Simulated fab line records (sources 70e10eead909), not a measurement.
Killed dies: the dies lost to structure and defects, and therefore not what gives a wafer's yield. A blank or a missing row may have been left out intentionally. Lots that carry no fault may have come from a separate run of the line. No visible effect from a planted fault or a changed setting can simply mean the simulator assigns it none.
Which tool was responsible? -- flow nandHarc -- 7 lots, 20 wafers sampled, at 1 step of a route of 1302

== WHAT EACH GAUGE READ, for each wafer ==
NHARC_A_SLIT_CD_MEAS_09: target cd 300 nm.
lot,measured,on,cdNm (nm)
L655,day 20 14:23,cdSem-01,299.6 299.1 299.4
L657,day 21 12:19,cdSem-02,300.5 300.2 299.7
L660,day 23 00:09,cdSem-03,300.6 300.9
L668,day 25 19:20,cdSem-02,299.6 300.4 299.8
L669,day 27 01:47,cdSem-03,299.8 299.1 300.2
L675,day 29 00:25,cdSem-03,299.8 299.4 299.8
L676,day 29 09:25,cdSem-03,300.7 299.7 300.3

== EACH LOT AND THE TOOL THAT RAN IT (in order: tool; ch and the chambers of the sampled wafers; start) ==
No process step before these readings appears in the record.

== THE ANSWER, worked out from the rows above alone ==
Rule: the lots themselves supply what counts as usual. Put in order of their means at a reading, lots are off if they are a third of the lots or fewer, leave a main group of 4 or more, and stand apart from it by a gap of 3 or more times the standard deviation of the main group's means; of several such gaps the widest counts. If all means in a main group match to the digits the tables above print for the reading, that group is not used. A lot without any number at a reading at which 4 lots or more have one is off too. Any other lot the step has rows for is counted as sound.
No lot is off at any reading shown: from this, nothing can be told.

== WHAT THE SIMULATOR HAD INSERTED ==
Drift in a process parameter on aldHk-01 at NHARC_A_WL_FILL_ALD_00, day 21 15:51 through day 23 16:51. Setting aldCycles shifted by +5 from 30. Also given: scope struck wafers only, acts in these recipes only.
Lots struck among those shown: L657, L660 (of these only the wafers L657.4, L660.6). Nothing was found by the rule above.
